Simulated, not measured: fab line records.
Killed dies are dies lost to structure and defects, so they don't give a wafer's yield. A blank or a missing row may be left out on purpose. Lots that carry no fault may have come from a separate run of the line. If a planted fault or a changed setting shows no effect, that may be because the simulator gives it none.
Matching of chambers	flow n5_finfet	N5_MOL_CONTACT_COAG_STRIP_72 on rie_diel-02 has 4 sister chambers
The step strips in N2/H2. 30 wafers are shown with their chamber, then 12 later ones without.

WAFERS, EACH WITH ITS CHAMBER
wafer	chamber	drypump_motor_current_A (A)	throttle_valve_pct (%)	showerhead_plenum_p_Torr (Torr)
L076.3	0	5.79	23.4	2.43
L076.5	1	5.66	24.4	2.41
L076.6	0	5.85	23.4	2.43
L078.2	3	5.40	23.8	2.53
L078.5	1	5.68	24.4	2.41
L078.6	2	5.37	23.4	2.46
L080.2	2	5.37	23.5	2.45
L080.5	2	5.37	23.4	2.45
L080.6	1	5.68	24.4	2.41
L082.2	3	5.39	23.8	2.53
L082.3	2	5.40	23.4	2.45
L082.5	0	5.83	23.4	2.42
L083.1	1	5.67	24.5	2.41
L083.3	0	5.83	23.5	2.42
L083.4	3	5.39	23.8	2.53
L084.2	2	5.40	23.4	2.45
L084.3	3	5.41	23.8	2.52
L084.4	3	5.38	23.8	2.52
L085.3	3	5.42	23.8	2.52
L085.5	2	5.36	23.4	2.45
L085.6	3	5.39	23.8	2.52
L087.2	0	5.80	23.5	2.42
L087.3	1	5.69	23.8	2.72
L087.5	0	5.81	23.4	2.42
L088.2	0	5.82	23.4	2.42
L088.4	3	5.41	23.8	2.52
L088.6	1	5.67	23.9	2.72
L092.3	1	5.68	23.9	2.72
L092.4	0	5.80	23.4	2.41
L092.5	0	5.81	23.5	2.41

SIGNATURES, as means of the wafers listed above
reading	chamber 0	chamber 1	chamber 2	chamber 3	scatter within a chamber
drypump_motor_current_A	5.8156	5.6757	5.3783	5.3987	0.0154
throttle_valve_pct	23.433	24.186	23.417	23.800	0.149
showerhead_plenum_p_Torr	2.4200	2.5429	2.4517	2.5237	0.0798
Rule: a wafer's distance from a chamber is the root of the sum, over the readings, of the square of ((its reading less the chamber's mean) divided by the reading's scatter). If the next closest chamber is less than 2 further off than the closest, the wafer can't be placed; otherwise it belongs to the closest. The scatter: the root of (the sum of the squares of (reading less its chamber's mean) over the shown wafers, divided by (wafers less chambers)).

WAFERS WITH NO CHAMBER GIVEN
wafer	drypump_motor_current_A (A)	throttle_valve_pct (%)	showerhead_plenum_p_Torr (Torr)
L093.1	5.38	23.5	2.44
L093.2	5.37	23.9	2.52
L093.5	5.39	23.5	2.44
L094.1	5.69	23.9	2.72
L094.2	5.83	23.4	2.41
L094.4	5.37	23.5	2.44
L096.2	5.68	23.9	2.71
L096.3	5.84	23.5	2.41
L096.6	5.69	23.9	2.71
L097.3	5.68	23.9	2.71
L097.5	5.82	23.5	2.41
L097.6	5.41	23.9	2.51

WHICH CHAMBER EACH WENT THROUGH
wafer	from the rows above	in truth
L093.1	can't be placed: 2 or 3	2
L093.2	can't be placed: 3 or 2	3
L093.5	can't be placed: 2 or 3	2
L094.1	1	1
L094.2	0	0
L094.4	2	2
L096.2	1	1
L096.3	0	0
L096.6	1	1
L097.3	1	1
L097.5	0	0
L097.6	3	3
9 of 12 placed correctly. Can't be placed from these rows: 3 (the true chamber is among the candidates in 3). Wrongly placed: 0.
